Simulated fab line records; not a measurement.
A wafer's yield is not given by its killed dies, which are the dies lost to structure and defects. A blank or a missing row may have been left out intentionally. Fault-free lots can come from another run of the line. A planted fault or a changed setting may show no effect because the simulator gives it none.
fab line records -- flow n5Finfet
record: lots: 6, wafers: 16, lastDay: 19
route steps=1938 shown BEOL_M6@1220 PASSIVATION@1936
lots that met no fault: from a run of the same line without faults
startH: hours from the record's first day to the start of the lot's first wafer shown -- waitH: how many hours have passed since the lot's step before this one -- " identical to the entry in the row above -- L1.1+2: a row that stands for several wafers -- - no value present, or no start provided -- * or withheld: withheld -- < > ~ a bound
route shown NAME@n: NAME is a module with steps in the file, n the number in the route of the first one -- usual: mean and standard deviation over wafers with no fault -- same: alike in all rows -- chamber/n: place in a boat -- sites: the reading at each site -- _std_site: the values' standard deviation -- _edge_site: the outer-site mean with the inner-site mean subtracted -- radiusMm: how far each site lies from the wafer's centre -- mask NAME#n: copy n -- behind: the last tool/chamber to shape the wafer -- hold: the reason the lot was held/the length of the hold in hours/how it ended -- device: which transistor (n, p or np) failed to switch -- end of line: the same wafers' tests at the end of the route -- a step given without rows: its recipe and nothing more -- killed: count of dies lost to structure and defects at first sort (not the wafer's yield) -- map: shows each die of a wafer: x if killed, . if not, _ if none is there
set.NAME: setting as actually run; set.NAME@STEP: the setting as run at that earlier step -- model.NAME: the simulator's own value behind a step, which no gauge read
lots seen at some steps along the route; tables by step, rows by wafer
services: a tool's chamber out of use, with start hour (startH, from the record's first day; less than 0 if before it), hours out, and reason
== steps ==
step: N5_BEOL_M6_COAT_71
recipe: resist: underlayer, tempC: 205, timeS: 60, spinRpm: 1500, resistThkNm: 5
step: N5_BEOL_M6_COAT_22
recipe: resist: CAR-EUV, spinRpm: 1500, resistThkNm: 30
step: N5_BEOL_M6_EBR_24
recipe: solvent: PGMEA, ebrWidthMm: 1.5
step: N5_BEOL_M6_SOFTBAKE_23
recipe: tempC: 110, timeS: 60, resist: CAR-EUV
step: N5_BEOL_M6_EXPOSE_25
recipe: maskId: V5, na: 0.33, sourceShape: annular, sigmaInner: 0.4, sigmaOuter: 0.8, polarization: unpolarized, targetCdNm: 40, doseMj: 45
step: N5_BEOL_M6_PEB_26
recipe: pebTempC: 100, pebTimeS: 60, resist: CAR-EUV
step: N5_BEOL_M6_DEVELOP_27
recipe: developTimeS: 30, developer: TMAH, resist: CAR-EUV, rinseLiquid: surfactantRinse, dry: airSpin, devTempC: 23
step: N5_BEOL_M6_CD_MEAS_28
recipe: targetCdNm: 40, landingEnergyEv: 500, detector: seInlens
usual: cdNm: 40.04/0.25
lot.wafer,tool,chamber,startH,waitH,cdNm
L680.3,cdSem-01,0,211.09,-,39.85
L680.4,cdSem-01,0,211.09,-,40.67
L680.5,cdSem-01,0,211.09,-,40.30
L684.3,cdSem-01,0,230.17,-,39.62
L684.4,cdSem-01,0,230.17,-,40.21
L684.5,cdSem-01,0,230.17,-,40.12
L695.1,cdSem-03,0,303.02,-,40.14
L695.5,cdSem-03,0,303.02,-,40.18
L697.4,cdSem-03,0,308.79,-,39.81
L697.6,cdSem-03,0,308.79,-,40.07
L696.2,cdSem-03,0,310.82,-,39.35
L696.5,cdSem-03,0,310.82,-,39.46
L696.6,cdSem-03,0,310.82,-,39.57
L700.1,cdSem-02,0,340.97,-,40.25
L700.2,cdSem-02,0,340.97,-,40.36
L700.4,cdSem-02,0,340.97,-,40.29
step: N5_BEOL_M6_OVL_MEAS_29
recipe: pointsPerWafer: 522
usual: V5_OVL: -0.4/0.69
lot.wafer,tool,chamber,startH,waitH,V5_OVL[nm]
L680.3,overlay-01,0,211.13,0.0,-0.5
L680.4,overlay-01,0,211.13,0.0,-0.6
L680.5,overlay-01,0,211.13,0.0,0.6
L684.3,overlay-02,0,230.21,0.0,-0.3
L684.4,overlay-02,0,230.21,0.0,0.3
L684.5,overlay-02,0,230.21,0.0,0.2
L695.1,overlay-02,0,303.05,0.0,-1.0
L695.5,overlay-02,0,303.05,0.0,-0.9
L697.4,overlay-02,0,308.84,0.0,-1.3
L697.6,overlay-02,0,308.84,0.0,0.0
L696.2,overlay-01,0,310.85,0.0,0.3
L696.5,overlay-01,0,310.85,0.0,-0.2
L696.6,overlay-01,0,310.85,0.0,-0.2
L700.1,overlay-02,0,341.00,0.0,0.7
L700.2,overlay-02,0,341.00,0.0,0.7
L700.4,overlay-02,0,341.00,0.0,1.3
step: N5_BEOL_M6_INSPECT_30
recipe: mode: adi, inspectInstrument: brightfield
usual: rawDefectCount: 394/91
lot.wafer,tool,chamber,startH,waitH,rawDefectCount
L680.3,defectInspect-01,-,211.18,0.0,554
L680.4,defectInspect-01,-,211.18,0.0,359
L680.5,defectInspect-01,-,211.18,0.0,288
L684.3,defectInspect-02,-,230.26,0.0,363
L684.4,defectInspect-02,-,230.26,0.0,478
L684.5,defectInspect-02,-,230.26,0.0,393
L695.1,defectInspect-01,-,303.11,0.1,394
L695.5,defectInspect-01,-,303.11,0.1,387
L697.4,defectInspect-01,-,308.88,0.0,261
L697.6,defectInspect-01,-,308.88,0.0,385
L696.2,defectInspect-01,-,310.90,0.0,309
L696.5,defectInspect-01,-,310.90,0.0,545
L696.6,defectInspect-01,-,310.90,0.0,415
L700.1,defectInspect-02,-,341.05,0.1,530
L700.2,defectInspect-02,-,341.05,0.1,578
L700.4,defectInspect-02,-,341.05,0.1,473
step: N5_BEOL_M6_DESCUM_33
recipe: chemistry: O2, timeS: 7, sourcePowerW: 50, biasPowerW: 20, pressureMtorr: 20, rfFrequencyHz: 2.712e+07, tempC: 40, resist: CAR-EUV, o2FlowSccm: 225
usual: drypumpMotorCurrentA: 5.6/0.43, o2FlowSccm: 225.0/0.65, oesProductAu: 0.77/0.059, rfVppV: 243.2/1.4, showerheadPlenumPTorr: 2.09/0.073, throttleValvePct: 20.44/0.19
lot.wafer,tool,chamber,startH,waitH,drypumpMotorCurrentA,o2FlowSccm,oesProductAu,rfHoursCounterH,rfVppV,showerheadPlenumPTorr,throttleValvePct
L680.3,rieDiel-01,2,211.21,0.0,5.7,225.8,0.79,99,242.9,2.11,20.31
L680.4,rieDiel-01,0,211.21,0.0,6.3,225.6,0.75,137,242.1,2.03,20.68
L680.5,rieDiel-01,2,211.21,0.0,5.6,224.6,0.79,-,242.5,2.12,20.31
L684.3,rieDiel-02,2,230.62,0.4,5.8,225.2,0.77,118,245.1,2.16,20.17
L684.4,rieDiel-02,3,230.62,0.4,4.9,225.2,0.83,64,244.1,2.15,20.70
L684.5,rieDiel-02,3,230.62,0.4,4.9,225.6,0.83,-,242.7,2.15,20.71
L695.1,rieDiel-01,2,303.36,0.2,5.6,224.9,0.77,133,244.0,2.10,20.36
L695.5,rieDiel-01,2,303.36,0.2,5.6,225.0,0.77,-,243.8,2.10,20.37
L697.4,rieDiel-01,0,308.91,0.0,6.2,225.9,0.72,172,241.7,2.02,20.73
L697.6,rieDiel-01,0,308.91,0.0,6.2,225.7,0.73,-,241.7,2.02,20.73
L696.2,rieDiel-04,3,311.02,0.1,5.6,224.1,0.68,248,244.4,2.15,20.46
L696.5,rieDiel-04,0,311.02,0.1,5.6,224.1,0.89,-,243.9,2.24,20.28
L696.6,rieDiel-04,2,311.02,0.1,4.7,224.8,0.83,-,245.3,2.11,20.47
L700.1,rieDiel-02,2,341.10,0.0,5.8,225.1,0.73,156,244.2,2.15,20.23
L700.2,rieDiel-02,1,341.10,0.0,5.2,225.4,0.70,181,242.8,2.07,20.39
L700.4,rieDiel-02,0,341.10,0.0,6.1,223.9,0.74,178,242.4,1.97,20.38
step: N5_BEOL_M6_ETCH_72
recipe: chemistry: N2/H2, target: underlayer, targetDepthA: 65, maskMaterial: CAR-EUV, timeS: 5.2, ionEnergyEv: 200, pressureMtorr: 30, sourceW: 840, biasW: 150, n2FlowSccm: 200, h2FlowSccm: 200, ends: cleared
usual: drypumpMotorCurrentA: 5.6/0.43, etchRfOnTimeS: 5.18/0.18, oesProductAu: 0.66/0.053, rfVppV: 523.7/2.7, showerheadPlenumPTorr: 2.54/0.1, throttleValvePct: 17.91/0.21
lot.wafer,tool,chamber,startH,waitH,drypumpMotorCurrentA,etchRfOnTimeS,oesProductAu,rfHoursCounterH,rfVppV,showerheadPlenumPTorr,throttleValvePct
L680.3,rieDiel-01,2,211.25,0.0,5.6,5.20,0.67,99,524.8,2.57,17.70
L680.4,rieDiel-01,0,211.25,0.0,6.2,5.19,0.64,137,521.8,2.42,17.86
L680.5,rieDiel-01,2,211.25,0.0,5.6,5.25,0.67,-,523.6,2.57,17.70
L684.3,rieDiel-02,2,230.65,0.0,5.8,5.61,0.64,118,528.9,2.69,18.04
L684.4,rieDiel-02,3,230.65,0.0,4.9,5.08,0.71,64,525.6,2.61,18.07
L684.5,rieDiel-02,3,230.65,0.0,4.9,5.10,0.72,-,522.1,2.61,18.05
L695.1,rieDiel-01,2,303.39,0.0,5.6,5.18,0.64,133,524.2,2.55,17.79
L695.5,rieDiel-01,2,303.39,0.0,5.6,5.15,0.64,-,525.1,2.55,17.75
L697.4,rieDiel-01,0,308.95,0.0,6.2,5.14,0.62,172,521.0,2.40,17.91
L697.6,rieDiel-01,0,308.95,0.0,6.2,5.12,0.62,-,519.1,2.40,17.94
L696.2,rieDiel-04,3,311.05,0.0,5.6,5.16,0.59,248,525.9,2.60,18.02
L696.5,rieDiel-04,0,311.05,0.0,5.6,4.85,0.78,-,528.4,2.72,17.77
L696.6,rieDiel-04,2,311.05,0.0,4.8,5.08,0.72,-,524.4,2.60,18.20
L700.1,rieDiel-02,2,341.13,0.0,5.8,5.69,0.60,156,526.9,2.67,18.10
L700.2,rieDiel-02,1,341.13,0.0,5.2,5.19,0.61,181,522.2,2.53,17.97
L700.4,rieDiel-02,0,341.13,0.0,6.1,5.04,0.65,178,519.7,2.41,17.93
step: N5_BEOL_M6_ETCH_65
recipe: chemistry: CF4, target: SiARC, targetDepthA: 156, maskMaterial: CAR-EUV, timeS: 26, ionEnergyEv: 80, pressureMtorr: 40, sourceW: 545, biasW: 36, Ar_flow_sccm: 100, cf4FlowSccm: 100, ends: cleared
usual: drypumpMotorCurrentA: 5.6/0.43, etchRfOnTimeS: 25.9/0.86, oesProductAu: 0.66/0.054, rfVppV: 184.1/1.1, showerheadPlenumPTorr: 2.14/0.07, throttleValvePct: 15.62/0.18
lot.wafer,tool,chamber,startH,waitH,drypumpMotorCurrentA,etchRfOnTimeS,oesProductAu,rfHoursCounterH,rfVppV,showerheadPlenumPTorr,throttleValvePct
L680.3,rieDiel-01,2,211.27,0.0,5.6,25.4,0.68,99,183.8,2.14,15.40
L680.4,rieDiel-01,0,211.27,0.0,6.2,25.1,0.65,137,182.3,2.06,15.75
L680.5,rieDiel-01,2,211.27,0.0,5.6,25.9,0.67,-,184.6,2.14,15.41
L684.3,rieDiel-02,2,230.67,0.0,5.8,28.0,0.63,118,185.0,2.26,15.60
L684.4,rieDiel-02,3,230.67,0.0,4.8,25.3,0.72,64,184.6,2.16,15.57
L684.5,rieDiel-02,3,230.67,0.0,4.8,25.6,0.72,-,186.1,2.16,15.55
L695.1,rieDiel-01,2,303.41,0.0,5.6,32.2,0.58,133,183.2,2.13,15.46
L695.5,rieDiel-01,2,303.41,0.0,5.6,25.5,0.65,-,185.2,2.13,15.49
L697.4,rieDiel-01,0,308.96,0.0,6.2,24.7,0.63,172,182.7,2.05,15.82
L697.6,rieDiel-01,0,308.96,0.0,6.2,31.4,0.56,-,184.5,2.05,15.85
L696.2,rieDiel-04,3,311.07,0.0,5.7,26.3,0.58,248,186.1,2.20,15.82
L696.5,rieDiel-04,0,311.07,0.0,5.5,24.5,0.77,-,185.2,2.25,15.23
L696.6,rieDiel-04,2,311.07,0.0,4.7,25.2,0.72,-,183.9,2.17,15.70
L700.1,rieDiel-02,2,341.15,0.0,5.8,28.0,0.61,156,184.7,2.25,15.67
L700.2,rieDiel-02,1,341.15,0.0,5.2,25.8,0.61,181,184.8,2.12,15.60
L700.4,rieDiel-02,0,341.15,0.0,6.1,25.9,0.63,178,181.5,2.04,15.74
step: N5_BEOL_M6_ETCH_66
recipe: chemistry: N2/H2, target: SOC, targetDepthA: 800, overetchA: 160, maskMaterial: SiARC, tempC: 40, timeS: 120, ionEnergyEv: 200, pressureMtorr: 30, sourceW: 840, biasW: 150, n2FlowSccm: 200, h2FlowSccm: 200
usual: drypumpMotorCurrentA: 5.6/0.43, oesProductAu: 0.59/0.041, rfVppV: 523.7/2.5, showerheadPlenumPTorr: 2.54/0.1, throttleValvePct: 17.87/0.21
lot.wafer,tool,chamber,startH,waitH,drypumpMotorCurrentA,oesProductAu,rfHoursCounterH,rfVppV,showerheadPlenumPTorr,throttleValvePct
L680.3,rieDiel-01,2,211.29,0.0,5.6,0.60,99,524.0,2.57,17.68
L680.4,rieDiel-01,0,211.29,0.0,6.2,0.57,137,520.2,2.42,17.79
L680.5,rieDiel-01,2,211.29,0.0,5.6,0.60,-,523.6,2.57,17.66
L684.3,rieDiel-02,2,230.70,0.0,5.8,0.59,118,527.5,2.69,17.97
L684.4,rieDiel-02,3,230.70,0.0,4.9,0.63,64,525.4,2.61,18.02
L684.5,rieDiel-02,3,230.70,0.0,4.9,0.63,-,525.5,2.61,18.01
L695.1,rieDiel-01,2,303.44,0.0,5.6,0.59,133,523.4,2.55,17.70
L695.5,rieDiel-01,2,303.44,0.0,5.6,0.58,-,523.6,2.55,17.71
L697.4,rieDiel-01,0,308.99,0.0,6.2,0.56,172,521.7,2.40,17.87
L697.6,rieDiel-01,0,308.99,0.0,6.2,0.56,-,521.5,2.40,17.86
L696.2,rieDiel-04,3,311.10,0.0,5.6,0.53,248,525.7,2.60,17.96
L696.5,rieDiel-04,0,311.10,0.0,5.5,0.67,-,529.3,2.72,17.72
L696.6,rieDiel-04,2,311.10,0.0,4.8,0.63,-,525.8,2.61,18.16
L700.1,rieDiel-02,2,341.18,0.0,5.8,0.56,156,526.4,2.67,18.03
L700.2,rieDiel-02,1,341.18,0.0,5.2,0.55,181,523.0,2.53,17.95
L700.4,rieDiel-02,0,341.18,0.0,6.1,0.57,178,520.2,2.41,17.88
step: N5_PASSIVATION_PROBE_49
usual: defectLimitedYield: 91.1/1.4, killed_at_M0_to_M3: 34/11, killed_at_M4_up: 14/5.6, killedAtContacts: 13/5.9, killedAtFrontEnd: 40/11, killedAtOther: 4/3.1, killedDies: 105/16, killedOpen: 68/11, killedShort: 34/8.4, sort_bin_4_leakage: 0.01/0.11, sort_bin_5_function: 5.2/0.86, sort_bin_6_memory: 3.2/0.7, sort_bin_8_speed: 0.1/1.1, sortNPass: 1074/21, sortYieldPct: 91.0/1.8
same: grossDies: 1180, killedAtBackSide: 0
lot.wafer,tool,chamber,startH,waitH,defectLimitedYield[%],killed_at_M0_to_M3,killed_at_M4_up,killedAtContacts,killedAtFrontEnd,killedAtOther,killedDies,killedOpen,killedShort,sort_bin_4_leakage[%],sort_bin_5_function[%],sort_bin_6_memory[%],sort_bin_8_speed[%],sortNPass,sortYieldPct[%]
L684.3,prober-01,-,317.55,0.1,90.5,35,16,9,51,1,112,74,35,0,5.9,2.8,0,1068,90.5
L684.4,prober-01,-,317.60,0.2,93.1,36,10,13,23,0,82,43,39,0,4.2,2.5,0.2,1096,92.9
L684.5,prober-01,-,317.65,0.2,91.5,31,13,13,42,1,100,62,38,0,5.5,2.7,0,1080,91.5
L695.1,prober-01,-,402.73,0.0,91.3,33,15,13,38,4,103,74,28,0,5.0,3.5,0,1077,91.3
L695.5,prober-01,-,402.93,0.2,90.2,37,17,11,47,4,116,77,39,0,5.5,4.2,0,1064,90.2
L697.4,prober-02,-,412.93,0.2,93.1,35,10,10,26,1,82,49,33,0.34,4.8,1.8,0,1094,92.7
L697.6,prober-02,-,413.03,0.3,87.5,64,14,18,50,2,148,83,63,0,6.2,5.8,0,1032,87.5
L700.1,prober-01,-,442.64,0.0,90.6,36,5,21,42,7,111,77,32,0,6.1,2.8,0.1,1069,90.6
L700.2,prober-01,-,442.69,0.1,92.2,27,16,8,38,3,92,61,30,0,4.7,3.0,0,1088,92.2
L700.4,prober-01,-,442.79,0.2,89.2,28,14,24,54,7,127,85,42,0,6.8,3.6,0,1053,89.2
killed by level:class
L684.3 FIN_SAQP:geometricParticle:open=12 BEOL_M4:geometricParticle:open=11 BEOL_M1:geometricParticle:open=9 MOL_CONTACT_COAG:geometricParticle:open=8 BEOL_M0_SAQP:geometricParticle:open=8 GATE_CUT:geometricParticle:short=7 FIN_SAQP:geometricParticle:short=5 FIN_CUT:geometricParticle:open=5
L684.4 MOL_CONTACT_COAG:geometricParticle:open=11 BEOL_M1:geometricParticle:short=8 BEOL_M3:geometricParticle:short=6 BEOL_M3:geometricParticle:open=6 BEOL_M0_SAQP:geometricParticle:open=5 GATE_CUT:geometricParticle:open=4 GATE_CUT:geometricParticle:short=4 BEOL_M0_SAQP:geometricParticle:short=4
L684.5 FIN_SAQP:geometricParticle:open=13 MOL_CONTACT_COAG:geometricParticle:open=9 FIN_SAQP:geometricParticle:short=7 BEOL_M1:geometricParticle:open=7 STI_FIN_REVEAL:geometricParticle:open=6 BEOL_M0_SAQP:geometricParticle:short=6 BEOL_M0:geometricParticle:open=5 BEOL_M4:geometricParticle:open=5
L695.1 FIN_SAQP:geometricParticle:open=12 MOL_CONTACT_COAG:geometricParticle:open=11 BEOL_M0_SAQP:geometricParticle:open=11 FIN_SAQP:geometricParticle:short=6 BEOL_M0_SAQP:geometricParticle:short=6 BEOL_M1:geometricParticle:open=6 BEOL_M7:geometricParticle:open=5 DUMMY_GATE:geometricParticle:open=4
L695.5 FIN_SAQP:geometricParticle:open=16 BEOL_M1:geometricParticle:open=15 MOL_CONTACT_COAG:geometricParticle:open=9 BEOL_M0_SAQP:geometricParticle:open=8 FIN_SAQP:geometricParticle:short=7 STI_FIN_REVEAL:geometricParticle:open=6 BEOL_M1:geometricParticle:short=6 BEOL_M4:geometricParticle:open=6
L697.4 BEOL_M0_SAQP:geometricParticle:open=10 MOL_CONTACT_COAG:geometricParticle:open=8 BEOL_M2:geometricParticle:open=7 FIN_SAQP:geometricParticle:short=5 BEOL_M2:geometricParticle:short=5 BEOL_M3:geometricParticle:open=5 STARTING-WAFER:geometricParticle:short=4 FIN_SAQP:geometricParticle:open=3
L697.6 BEOL_M0_SAQP:geometricParticle:short=24 BEOL_M0_SAQP:geometricParticle:open=16 MOL_CONTACT_COAG:geometricParticle:open=15 GATE_CUT:geometricParticle:short=9 BEOL_M3:geometricParticle:open=8 FIN_SAQP:geometricParticle:short=7 DUMMY_GATE:geometricParticle:open=6 ILD0:geometricParticle:open=6
L700.1 MOL_CONTACT_COAG:geometricParticle:open=18 STI_FIN_REVEAL:geometricParticle:open=10 BEOL_M0_SAQP:geometricParticle:short=8 BEOL_M3:geometricParticle:open=7 BEOL_M1:geometricParticle:open=6 DUMMY_GATE:geometricParticle:open=5 FIN_SAQP:geometricParticle:open=4 STI_FIN_REVEAL:geometricParticle:short=4
L700.2 BEOL_M4:geometricParticle:open=11 FIN_SAQP:geometricParticle:open=8 FIN_SAQP:geometricParticle:short=8 STI_FIN_REVEAL:geometricParticle:open=7 BEOL_M2:geometricParticle:open=7 MOL_CONTACT_COAG:geometricParticle:open=6 BEOL_M0_SAQP:geometricParticle:short=6 DUMMY_GATE:geometricParticle:open=4
L700.4 MOL_CONTACT_COAG:geometricParticle:open=21 STI_FIN_REVEAL:geometricParticle:open=15 BEOL_M0_SAQP:geometricParticle:short=9 STI_FIN_REVEAL:geometricParticle:short=7 DUMMY_GATE:geometricParticle:open=7 BEOL_M4:geometricParticle:open=6 STARTING-WAFER:geometricParticle:open=6 FIN_SAQP:geometricParticle:open=5
== services ==
tool,chamber,startH,hours,kind
rieDiel-04,0,204.10,-,clean
rieDiel-04,0,204.10,-,consumableReplace:focusRing
rieDiel-04,0,204.10,-,consumableReplace:showerhead
rieDiel-04,0,204.10,12.5,scheduledDown
rieDiel-04,0,204.10,12.5,ventCycle
rieDiel-01,-,205.96,2.7,repair
rieDiel-04,1,218.53,47.5,repair
rieDiel-02,2,251.79,2.0,repair
rieDiel-02,0,254.07,3.1,repair
rieDiel-04,1,304.65,10.7,repair
rieDiel-04,3,315.41,-,clean
rieDiel-04,3,315.41,-,consumableReplace:focusRing
rieDiel-04,3,315.41,16.5,scheduledDown
rieDiel-04,3,315.41,16.5,ventCycle
rieDiel-02,-,322.87,0.1,repair
== key ==
firstSign: step: N5_BEOL_M6_ETCH_65, reading: etchRfOnTimeS, direction: up, sigmas: 7, usual: *, struck: *
effect none on later readings
metAt N5_BEOL_M6_ETCH_65
struckWafers L695.1,L697.6
onsetBetween 211.27 303.41
fault: kind: processParameterDrift, tool: rieDiel-01, chamber: -, onsetH: 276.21, steps: N5_BEOL_M6_ETCH_65, channel: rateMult, offset: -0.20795, shape: step, endH: 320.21, scope: struckWafersOnly
